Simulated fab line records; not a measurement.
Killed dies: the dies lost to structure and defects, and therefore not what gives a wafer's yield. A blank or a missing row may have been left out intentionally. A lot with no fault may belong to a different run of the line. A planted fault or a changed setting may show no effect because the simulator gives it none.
Which of the tools did it? + flow n5 finfet + 29 wafers from 10 lots sampled at 5 of the route's 1938 steps

== WHAT THE GAUGES SHOWED, per wafer ==
N5_BEOL_M14_THK_MEAS_01.
| lot  | measured     | on            | M14_ILD_THK (nm) |
|------|--------------|---------------|------------------|
| L426 | day 15 12:16 | film metro-02 | 1130 1127 1136   |
| L428 | day 15 19:18 | film metro-01 | 1123 1147 1119   |
| L429 | day 16 22:22 | film metro-01 | 1100 1135 1112   |
| L434 | day 18 00:37 | film metro-01 | 1132 1144 1143   |
| L435 | day 18 12:26 | film metro-01 | 1133 1073 1124   |
| L441 | day 19 12:22 | film metro-02 | 1145 1081        |
| L446 | day 19 21:02 | film metro-01 | 1122 1102 1130   |
| L444 | day 20 03:13 | film metro-01 | 1080 1113 1100   |
| L445 | day 20 09:07 | film metro-02 | 1122 1091 1132   |
| L447 | day 20 19:45 | film metro-01 | 1130 1123 1114   |

== TOOL THAT RAN EACH LOT (tool first, then ch and the chambers of the sampled wafers, then the start) ==
| lot  | N5_BEOL_M13_ETCH_67                | N5_BEOL_M13_STRIP_37                 | N5_BEOL_M13_SPUTTER_45       | N5_BEOL_M14_ILD_DEP_00          |
|------|------------------------------------|--------------------------------------|------------------------------|---------------------------------|
| L426 | rie diel-02 ch 0,1,2, day 15 07:56 | plasma asher-02 ch 0,1, day 15 08:31 | pvd sputter-02, day 15 10:48 | pecvd-04 ch 0,2, day 15 12:00   |
| L428 | rie diel-05 ch 0,2,3, day 15 14:49 | plasma asher-01 ch 0,1, day 15 15:24 | pvd sputter-02, day 15 18:02 | pecvd-02 ch 0,1,2, day 15 19:07 |
| L429 | rie diel-02 ch 1,2,3, day 16 17:14 | plasma asher-02 ch 0,1, day 16 17:50 | pvd sputter-01, day 16 21:07 | pecvd-04 ch 0,1,2, day 16 22:16 |
| L434 | rie diel-02 ch 0,2, day 17 20:35   | plasma asher-01 ch 0,1, day 17 21:10 | pvd sputter-01, day 17 23:03 | pecvd-02 ch 0, day 18 00:07     |
| L435 | rie diel-02 ch 0,1,3, day 18 07:07 | plasma asher-01 ch 0,1, day 18 07:41 | pvd sputter-02, day 18 11:11 | pecvd-02 ch 0,1, day 18 12:14   |
| L441 | rie diel-05 ch 2,3, day 19 05:21   | plasma asher-02 ch 0,1, day 19 05:57 | pvd sputter-02, day 19 11:06 | pecvd-02 ch 0,2, day 19 12:14   |
| L446 | rie diel-02 ch 0,1, day 19 16:15   | plasma asher-01 ch 0,1, day 19 16:50 | pvd sputter-02, day 19 19:26 | pecvd-04 ch 0,1, day 19 20:46   |
| L444 | rie diel-05 ch 1,2,3, day 19 21:22 | plasma asher-01 ch 0,1, day 19 21:57 | pvd sputter-01, day 20 01:58 | pecvd-03 ch 0,2, day 20 03:01   |
| L445 | rie diel-06 ch 2,3, day 20 06:10   | plasma asher-01 ch 0,1, day 20 06:45 | pvd sputter-03, day 20 07:22 | pecvd-04 ch 0,1,2, day 20 08:54 |
| L447 | rie diel-05 ch 0,1,2, day 20 12:50 | plasma asher-02 ch 0,1, day 20 13:22 | pvd sputter-01, day 20 18:27 | pecvd-03 ch 0,1,2, day 20 19:38 |
- N5_BEOL_M13_ETCH_67: etches SiARC in CF4, target depth 143 nm, time 238.3 s.
- N5_BEOL_M13_STRIP_37: strips in N2/H2.
- N5_BEOL_M13_SPUTTER_45: material Cu, target thk 80 nm, time 13.33 s.
- N5_BEOL_M14_ILD_DEP_00: deposits SiO2 from TEOS/O2, target thk 1119.3 nm, time 237.4 s.

== THE ANSWER, worked out from the rows above alone ==
Rule: what is usual is taken from the lots themselves. The widest of any qualifying gaps counts: lots, ordered by their means at a reading, are off when they make up no more than a third of the lots, leave a main group of 4 or more, and stand apart from it by 3 or more times the standard deviation of that group's means. Not used: any main group whose means are identical at the precision the tables above print for the reading. Also off: a lot with no number at a reading for which 4 or more lots have one. Where the step has rows for the other lots, those lots are counted as sound.
Nothing can be told from this: no lot is off at any reading shown.

== WHAT THE SIMULATOR HAD INSERTED ==
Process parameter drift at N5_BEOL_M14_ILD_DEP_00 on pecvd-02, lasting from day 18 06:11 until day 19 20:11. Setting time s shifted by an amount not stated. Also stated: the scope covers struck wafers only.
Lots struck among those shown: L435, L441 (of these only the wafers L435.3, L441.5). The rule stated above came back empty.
